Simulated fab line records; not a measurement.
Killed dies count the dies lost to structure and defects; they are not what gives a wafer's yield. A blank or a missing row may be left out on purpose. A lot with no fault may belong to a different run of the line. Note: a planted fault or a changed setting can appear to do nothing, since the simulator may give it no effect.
fab line records -- flow nandHarc
record: lots: 6, wafers: 18, lastDay: 34
route steps=1302 shown P_ZERO_WELL@15
lots that met no fault: taken from a fault-free run of the same line
startH: start of the lot's first displayed wafer, in hours after the record's first day -- waitH: hours from the lot's prior step to this one -- " identical to the entry in the row above -- L1.1+2: one row covering several wafers at once -- - no value present, or no start provided -- * or withheld: withheld -- < > ~ a bound
route shown NAME@n: a module of which the file shows steps, and the number in the route of the first -- usual: mean/standard deviation taken from wafers without a fault -- same: alike in all rows -- chamber/n: place in a boat -- sites: each site's reading -- _std_site: standard deviation of those values -- _edge_site: the outer-site mean with the inner-site mean subtracted -- radiusMm: how far each site lies from the wafer's centre -- mask NAME#n: copy n -- behind: the most recent tool/chamber to have shaped the wafer -- hold: why the lot was held/for how many hours/how that ended -- device: names the non-switching transistor (n, p or np) -- end of line: tests run on the same wafers once the route is complete -- a step without rows: its recipe alone -- killed: dies that structure and defects cost at the first sort, which is not the same as the wafer's yield -- map: dies across one wafer; x = killed, . = not, _ = none there
set.NAME: the setting as run; set.NAME@STEP: as run at that earlier step -- model.NAME: the simulator's own value behind a step, which no gauge read
lots at some steps of the route; a table a step, a row a wafer
services: when a tool's chamber went out of use (startH, in hours from the record's first day, below 0 if earlier), for how many hours, and the reason
== steps ==
step: NHARC_P_ZERO_WELL_HARDBAKE_12
recipe: tempC: 118, timeS: 65
step: NHARC_P_ZERO_WELL_DESCUM_13
recipe: timeS: 3, o2FlowSccm: 200, arFlowSccm: 0, biasPowerW: 0, chemistry: O2
usual: drypumpMotorCurrentA: 6.0/0.33, oesProductAu: 0.999/0.0073, rfVppV: 57.9/0.91, showerheadPlenumPTorr: 1.92/0.1, throttleValvePct: 11.311/0.0089
same: timeS: 3
lot.wafer,tool,chamber,startH,waitH,drypumpMotorCurrentA,oesProductAu,rfHoursCounterH,rfVppV,showerheadPlenumPTorr,throttleValvePct
L130.2,rieDiel-05,1,81.40,-,5.5,1.007,8,59.0,2.06,11.298
L130.3,rieDiel-05,2,81.40,-,5.3,0.995,8,59.3,2.01,11.309
L130.5,rieDiel-05,0,81.40,-,6.2,0.998,-,58.3,2.02,11.310
L131.1,rieDiel-13,2,81.45,-,6.2,0.991,34,56.9,1.79,11.304
L131.2,rieDiel-13,3,81.45,-,6.1,0.997,32,58.4,1.84,11.321
L131.6,rieDiel-13,1,81.45,-,6.4,0.999,-,58.3,2.03,11.313
L142.1,rieDiel-07,3,191.40,-,6.2,0.998,22,57.3,2.05,11.301
L142.3,rieDiel-07,0,191.40,-,6.1,1.016,24,57.9,1.78,11.314
L142.6,rieDiel-07,3,191.40,-,6.2,0.999,-,58.9,2.05,11.308
L144.3,rieDiel-07,3,211.40,-,6.1,0.987,29,58.2,2.05,11.333
L144.6,rieDiel-07,2,211.40,-,5.9,1.011,-,59.2,1.90,11.302
L144.5,rieDiel-07,3,211.40,-,6.1,0.989,-,58.4,2.05,11.330
L147.1,rieDiel-07,3,241.41,-,6.2,0.984,41,59.3,2.04,11.320
L147.3,rieDiel-07,1,241.41,-,5.7,0.995,41,57.7,1.81,11.310
L147.5,rieDiel-07,2,241.41,-,5.9,1.003,-,57.5,1.90,11.308
L148.3,rieDiel-07,2,251.40,-,5.9,0.998,40,58.2,1.90,11.305
L148.1,rieDiel-07,3,251.40,-,6.2,0.983,43,59.0,2.04,11.320
L148.5,rieDiel-07,1,251.40,-,5.7,1.000,-,57.6,1.81,11.318
step: NHARC_P_ZERO_WELL_ETCH_65
recipe: targetDepthA: 800, overetchA: 240, timeS: 87.88, ionEnergyEv: 200, n2FlowSccm: 150, h2FlowSccm: 150, arFlowSccm: 0, rfW: 400, biasW: 150, chemistry: N2/H2
usual: drypumpMotorCurrentA: 5.9/0.33, oesProductAu: 1.001/0.0073, rfVppV: 430/3.1, showerheadPlenumPTorr: 2.03/0.11, throttleValvePct: 14.172/0.0086
same: timeS: 87.88
lot.wafer,tool,chamber,startH,waitH,drypumpMotorCurrentA,oesProductAu,rfHoursCounterH,rfVppV,showerheadPlenumPTorr,throttleValvePct
L130.2,rieDiel-05,1,81.49,0.1,5.5,0.990,8,434,2.20,14.178
L130.3,rieDiel-05,2,81.49,0.1,5.3,0.996,8,436,2.15,14.172
L130.5,rieDiel-05,0,81.49,0.1,6.2,0.999,-,434,2.16,14.180
L131.2,rieDiel-13,3,81.65,0.2,6.1,1.008,32,430,1.96,14.184
L131.1,rieDiel-13,0,81.65,0.2,6.4,0.999,28,428,1.97,14.177
L131.6,rieDiel-13,0,81.65,0.2,6.5,1.005,-,430,1.97,14.175
L142.3,rieDiel-07,0,191.48,0.1,6.1,1.001,24,426,1.90,14.167
L142.1,rieDiel-07,3,191.48,0.1,6.2,0.995,23,432,2.19,14.174
L142.6,rieDiel-07,1,191.48,0.1,5.7,1.003,-,427,1.94,14.183
L144.3,rieDiel-07,2,211.48,0.1,5.9,1.008,30,431,2.03,14.160
L144.6,rieDiel-07,1,211.48,0.1,5.7,1.004,-,427,1.93,14.159
L144.5,rieDiel-07,2,211.48,0.1,5.9,1.012,-,431,2.03,14.181
L147.3,rieDiel-07,2,241.50,0.1,5.9,1.015,38,430,2.03,14.172
L147.1,rieDiel-07,3,241.50,0.1,6.2,1.007,41,436,2.18,14.174
L147.5,rieDiel-07,1,241.50,0.1,5.7,1.012,-,428,1.93,14.164
L148.1,rieDiel-07,3,251.50,0.1,6.1,0.995,43,435,2.18,14.183
L148.3,rieDiel-07,0,251.50,0.1,6.1,1.006,47,427,1.89,14.171
L148.5,rieDiel-07,1,251.50,0.1,5.7,1.002,-,427,1.93,14.159
step: NHARC_P_ZERO_WELL_ETCH_62
recipe: targetDepthA: 130, timeS: 6.5, chf3FlowSccm: 50, arFlowSccm: 200, rfW: 500, biasW: 200, chemistry: CHF3/Ar
usual: drypumpMotorCurrentA: 5.9/0.35, oesProductAu: 0.961/0.019, rfVppV: 370.4/2.8, showerheadPlenumPTorr: 2.34/0.12, throttleValvePct: 20.216/0.0091
same: timeS: 6.5
lot.wafer,tool,chamber,startH,waitH,drypumpMotorCurrentA,oesProductAu,rfHoursCounterH,rfVppV,showerheadPlenumPTorr,throttleValvePct
L130.2,rieDiel-05,2,-,-,5.3,0.976,8,374.5,2.46,20.212
L130.3,rieDiel-05,3,-,-,5.5,0.968,4,370.7,2.34,20.206
L130.5,rieDiel-05,2,-,-,5.3,0.979,-,372.7,2.46,20.230
L131.1,rieDiel-13,1,-,-,6.4,0.956,27,374.5,2.48,20.216
L131.2,rieDiel-13,3,-,-,6.1,0.956,32,369.0,2.26,20.205
L131.6,rieDiel-13,1,-,-,6.4,0.947,-,374.2,2.48,20.211
L142.3,rieDiel-07,2,-,-,6.0,0.988,23,371.9,2.34,20.217
L142.1,rieDiel-07,1,-,-,5.7,0.988,24,366.8,2.23,20.209
L142.6,rieDiel-07,2,-,-,5.9,0.987,-,370.9,2.34,20.229
L144.3,rieDiel-07,2,-,-,6.0,0.975,30,369.8,2.33,20.204
L144.6,rieDiel-07,0,-,-,6.1,0.981,-,366.6,2.19,20.212
L144.5,rieDiel-07,1,-,-,5.7,0.985,-,365.9,2.23,20.203
L147.1,rieDiel-07,0,-,-,6.1,0.991,45,368.3,2.18,20.217
L147.3,rieDiel-07,1,-,-,5.7,0.988,41,368.0,2.23,20.213
L147.5,rieDiel-07,1,-,-,5.7,0.991,-,368.6,2.23,20.223
L148.3,rieDiel-07,0,-,-,6.1,0.955,47,367.9,2.18,20.221
L148.1,rieDiel-07,1,-,-,5.7,0.958,44,368.8,2.23,20.220
L148.5,rieDiel-07,1,-,-,5.7,0.949,-,368.3,2.23,20.226
step: NHARC_P_ZERO_WELL_ETCH_63
recipe: targetDepthA: 1200, timeS: 40.1, hbrFlowSccm: 150, cl2FlowSccm: 50, rfW: 400, icpW: 400, biasW: 100, chemistry: HBr/Cl2
usual: drypumpMotorCurrentA: 5.8/0.38, heBacksideLeakSccm: 2.73/0.28, oesProductAu: 1.000/0.0072, throttleValvePct: 26.407/0.0094
same: timeS: 40.1
lot.wafer,tool,chamber,startH,waitH,drypumpMotorCurrentA,heBacksideLeakSccm,oesProductAu,rfHoursCounterH,throttleValvePct
L130.3,rieSi-06,0,81.65,-,5.3,2.73,1.007,0.0,26.386
L130.2,rieSi-06,2,81.65,-,5.5,2.71,1.002,0.0,26.408
L130.5,rieSi-06,0,81.65,-,5.3,2.81,0.997,-,26.415
L131.2,rieSi-01,0,81.82,-,5.9,3.10,1.006,0.3,26.398
L131.1,rieSi-01,3,81.82,-,5.3,2.41,0.999,0.4,26.400
L131.6,rieSi-01,1,81.82,-,5.3,2.88,1.003,-,26.426
L142.1,rieSi-04,0,191.67,-,6.3,2.79,1.004,0.1,26.414
L142.3,rieSi-04,2,191.67,-,5.2,2.65,0.998,0.2,26.399
L142.6,rieSi-04,0,191.67,-,6.3,2.89,1.009,-,26.418
L144.3,rieSi-06,2,211.80,-,5.5,2.60,0.988,0.9,26.414
L144.5,rieSi-06,3,211.80,-,5.8,2.75,0.984,-,26.408
L144.6,rieSi-06,0,211.80,-,5.3,2.55,0.992,-,26.412
L147.1,rieSi-06,0,241.67,-,5.4,2.52,0.994,1.0,26.393
L147.3,rieSi-06,1,241.67,-,6.2,2.68,0.989,1.0,26.407
L147.5,rieSi-06,1,241.67,-,6.1,2.64,0.998,-,26.415
L148.3,rieSi-01,0,251.65,-,5.9,3.05,0.997,0.3,26.408
L148.1,rieSi-01,3,251.65,-,5.3,2.30,0.998,0.3,26.406
L148.5,rieSi-01,0,251.65,-,5.9,3.10,0.990,-,26.413
step: NHARC_P_ZERO_WELL_STRIP_15
recipe: timeS: 900, tempC: 130, chemistry: SPM
step: NHARC_P_ZERO_WELL_DEHYDRATE_16
recipe: tempC: 150, timeS: 120
step: NHARC_P_ZERO_WELL_HMDS_17
recipe: timeS: 30
step: NHARC_P_ZERO_WELL_COAT_18
recipe: spinRpm: withheld
step: NHARC_P_ZERO_WELL_SOFTBAKE_19
recipe: tempC: 122, timeS: 95
step: NHARC_P_ZERO_WELL_EBR_20
step: NHARC_P_ZERO_WELL_EXPOSE_21
recipe: na: 0.6, targetCdNm: 720, doseMj: 22.31, maskId: P_NWELL
step: NHARC_P_ZERO_WELL_PEB_22
recipe: pebTempC: 118, pebTimeS: 85
usual: heaterPowerTotalW: 164.00/0.28, plateTempC: 117.97/0.11
lot.wafer,tool,chamber,startH,waitH,heaterPowerTotalW,plateTempC
L130.2,lithoTrack-02,0,82.51,0.1,163.65,118.07
L130.3,lithoTrack-02,0,82.51,0.1,163.74,117.96
L130.5,lithoTrack-02,0,82.51,0.1,164.05,118.15
L131.1,lithoTrack-05,0,82.67,0.1,163.97,117.95
L131.2,lithoTrack-05,0,82.67,0.1,164.34,117.90
L131.6,lithoTrack-05,0,82.67,0.1,163.63,117.95
L142.1,lithoTrack-05,0,192.51,0.1,156.89,114.08
L142.3,lithoTrack-05,0,192.51,0.1,157.14,114.28
L142.6,lithoTrack-05,0,192.51,0.1,157.33,114.23
L144.3,lithoTrack-05,0,212.47,0.1,156.81,114.18
L144.5,lithoTrack-05,0,212.47,0.1,156.95,114.41
L144.6,lithoTrack-05,0,212.47,0.1,156.83,114.17
L147.1,lithoTrack-03,0,242.52,0.1,163.70,118.24
L147.3,lithoTrack-03,0,242.52,0.1,164.24,117.97
L147.5,lithoTrack-03,0,242.52,0.1,164.04,117.79
L148.1,lithoTrack-02,0,252.50,0.1,164.26,118.05
L148.3,lithoTrack-02,0,252.50,0.1,164.10,118.04
L148.5,lithoTrack-02,0,252.50,0.1,164.27,117.93
step: NHARC_P_ZERO_WELL_DEVELOP_23
recipe: timeS: 70
step: NHARC_P_ZERO_WELL_CD_MEAS_24
recipe: targetCdNm: 720, landingEnergyEv: 500
usual: cdNm: 720.0/1.2
same: landingEnergyEv: 500
lot.wafer,tool,chamber,startH,waitH,cdNm
L130.2,cdSem-01,0,82.60,-,719.8
L130.3,cdSem-01,0,82.60,-,720.9
L130.5,cdSem-01,0,82.60,-,721.1
L131.1,cdSem-02,0,82.76,-,719.6
L131.2,cdSem-02,0,82.76,-,719.7
L131.6,cdSem-02,0,82.76,-,720.0
L142.1,cdSem-03,0,192.60,-,711.0
L142.3,cdSem-03,0,192.60,-,712.1
L142.6,cdSem-03,0,192.60,-,712.0
L144.3,cdSem-03,0,212.57,-,713.8
L144.5,cdSem-03,0,212.57,-,711.3
L144.6,cdSem-03,0,212.57,-,711.5
L147.1,cdSem-01,0,242.61,-,721.0
L147.3,cdSem-01,0,242.61,-,720.6
L147.5,cdSem-01,0,242.61,-,723.7
L148.1,cdSem-01,0,252.59,-,719.4
L148.3,cdSem-01,0,252.59,-,718.9
L148.5,cdSem-01,0,252.59,-,718.1
step: NHARC_P_ZERO_WELL_HARDBAKE_25
recipe: tempC: 125, timeS: 80
step: NHARC_P_ZERO_WELL_DESCUM_26
recipe: timeS: 3, o2FlowSccm: 200, arFlowSccm: 0, biasPowerW: 0, chemistry: O2
usual: drypumpMotorCurrentA: 5.9/0.37, oesProductAu: 1.002/0.0079, rfVppV: 57.8/0.88, showerheadPlenumPTorr: 1.93/0.098, throttleValvePct: 11.311/0.009
same: timeS: 3
lot.wafer,tool,chamber,startH,waitH,drypumpMotorCurrentA,oesProductAu,rfHoursCounterH,rfVppV,showerheadPlenumPTorr,throttleValvePct,model.P_ZERO_WELL.cdNm
L130.3,rieDiel-13,3,82.76,-,6.1,1.007,32,56.8,1.84,11.327,720.9
L130.2,rieDiel-13,2,82.76,-,6.3,0.985,34,56.6,1.79,11.322,720
L130.5,rieDiel-13,0,82.76,-,6.5,1.005,-,57.6,1.85,11.295,720.7
L131.1,rieDiel-05,3,82.93,-,5.5,1.002,4,57.5,1.91,11.303,720.2
L131.2,rieDiel-05,0,82.93,-,6.2,0.992,5,58.4,2.02,11.312,719.5
L131.6,rieDiel-05,3,82.93,-,5.5,1.013,-,59.1,1.91,11.306,720.2
L142.1,rieDiel-07,0,192.76,-,6.1,1.002,24,57.8,1.78,11.314,711.1
L142.3,rieDiel-07,1,192.76,-,5.7,1.012,24,58.7,1.82,11.304,712.7
L142.6,rieDiel-07,0,192.76,-,6.1,0.998,-,57.1,1.78,11.302,712.2
L144.3,rieDiel-05,1,212.75,-,5.5,0.996,50,58.7,2.04,11.324,713.8
L144.5,rieDiel-05,3,212.75,-,5.5,1.006,-,57.2,1.90,11.325,710.8
L144.6,rieDiel-05,0,212.75,-,6.2,0.990,-,57.8,2.01,11.324,711.5
L147.3,rieDiel-07,0,242.81,-,6.0,1.008,45,57.5,1.78,11.305,720.7
L147.1,rieDiel-07,1,242.81,-,5.7,1.018,41,58.0,1.81,11.313,721.5
L147.5,rieDiel-07,2,242.81,-,6.0,1.009,-,56.5,1.90,11.307,723.9
L148.3,rieDiel-07,2,252.76,-,5.9,1.024,41,57.4,1.90,11.316,718.8
L148.1,rieDiel-07,0,252.76,-,6.1,1.016,47,58.2,1.78,11.312,719.4
L148.5,rieDiel-07,1,252.76,-,5.7,1.015,-,57.6,1.81,11.297,718.6
step: NHARC_P_ZERO_WELL_IMPLANT_27
recipe: energyKev: 600, doseCm2: 1e+13, tiltDeg: 7
== services ==
tool,chamber,startH,hours,kind
rieDiel-05,3,57.79,14.4,repair
rieDiel-05,0,71.89,6.3,repair
rieSi-06,-,72.00,9.0,pm
rieDiel-13,-,86.15,2.6,repair
rieSi-04,0,88.99,14.0,repair
rieDiel-13,0,94.33,11.1,repair
rieDiel-05,0,99.49,8.2,repair
lithoTrack-03,-,100.00,7.0,pm
rieDiel-07,3,103.16,2.4,repair
rieDiel-05,2,108.82,2.6,repair
rieSi-01,3,109.82,2.3,repair
rieDiel-13,1,111.44,11.4,repair
rieDiel-07,-,117.33,9.0,pm
lithoTrack-05,-,124.00,7.0,pm
rieSi-06,-,142.05,0.9,repair
rieDiel-13,-,165.19,9.0,pm
rieSi-01,-,167.33,0.8,repair
rieSi-01,-,193.02,9.0,pm
rieDiel-13,1,199.95,5.9,repair
rieSi-06,1,217.97,6.1,repair
lithoTrack-02,-,227.00,7.0,pm
rieSi-01,3,227.84,1.4,repair
rieDiel-05,-,229.63,9.0,pm
rieSi-06,-,249.00,9.0,pm
== key ==
firstSign: step: NHARC_P_ZERO_WELL_PEB_22, reading: plateTempC, direction: down, sigmas: 34, usual: *, struck: *
effect: step: NHARC_P_ZERO_WELL_PEB_22, reading: heaterPowerTotalW, direction: down, sigmas: 25, usual: *, struck: *
effect: step: NHARC_P_ZERO_WELL_CD_MEAS_24, reading: cdNm, direction: down, sigmas: 6.6, usual: 720.0, struck: 712.0
modelEffect: step: NHARC_P_ZERO_WELL_DESCUM_26, value: P_ZERO_WELL.cdNm, without: 719, struck: 712
metAt NHARC_P_ZERO_WELL_PEB_22
struckWafers L142.1,L142.3,L142.6,L144.3,L144.5,L144.6
testerLeftOut L142,L144
onsetBetween 82.67 192.51
fault: kind: processParameterDrift, tool: lithoTrack-05, chamber: -, onsetH: 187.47, steps: NHARC_P_ZERO_WELL_PEB_22, channel: pebTempC, offset: *, shape: step, endH: 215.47, actsIn: *, stated: *
testerLeftOut: of these lots the tester's yield and bins aren't shown, on N5 and GAA mostly nor the transistor test; their killed dies are dies lost to structure and defects alone, not to doping, threshold or leakage, so they don't give the yield
